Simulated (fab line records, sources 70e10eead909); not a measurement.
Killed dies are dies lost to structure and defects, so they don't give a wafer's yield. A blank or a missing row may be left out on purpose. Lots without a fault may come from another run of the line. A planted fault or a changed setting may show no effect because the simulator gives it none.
Which tool did it? | flow nand_harc | 6 lots, 18 wafers sampled, at 2 steps of a route of 1302

WHAT THE GAUGES READ, wafer by wafer
NHARC_A_CONTACT_OVL_MEAS_70.
lot  | measured     | on         | overlay_x_nm (nm)
L447 | day 22 06:11 | overlay-02 | 1.2 0.4 0.4
L452 | day 24 16:44 | overlay-02 | -0.6 0.2 -0.4
L458 | day 26 14:11 | overlay-01 | -1.0 -1.1 -0.3
L463 | day 29 13:41 | overlay-02 | 0.0 -0.1 -0.2
L467 | day 30 21:13 | overlay-02 | -0.3 -0.7 -0.3
L469 | day 32 07:38 | overlay-02 | 0.9 1.0 1.1

WHICH TOOL RAN EACH LOT (tool, then ch and the chambers of the sampled wafers, then the start)
lot  | NHARC_A_CONTACT_DEP_58
L447 | pecvd-04 ch 0,2, day 22 05:34
L452 | pecvd-04 ch 1,2, day 24 15:55
L458 | pecvd-04 ch 0,2, day 26 13:23
L463 | pecvd-03 ch 0,1,2, day 29 12:53
L467 | pecvd-02 ch 1,2, day 30 20:34
L469 | pecvd-03 ch 0,2, day 32 06:57
- NHARC_A_CONTACT_DEP_58: deposits SiON, target thk 90 nm.

THE ANSWER, worked out from the rows above alone
Rule: what is usual is taken from the lots themselves. Put in order of their means at a reading, lots are off if they are a third of the lots or fewer, leave a main group of 4 or more, and stand apart from it by a gap of 3 or more times the standard deviation of the main group's means; of several such gaps the widest counts. A main group whose means are all the same, to the digits that the tables above print for the reading, isn't used. A lot without any number at a reading at which 4 lots or more have one is off too. The other lots that the step has rows for count as sound.
No lot is off at any reading shown: from this, nothing can be told.

WHAT THE SIMULATOR HAD PUT IN
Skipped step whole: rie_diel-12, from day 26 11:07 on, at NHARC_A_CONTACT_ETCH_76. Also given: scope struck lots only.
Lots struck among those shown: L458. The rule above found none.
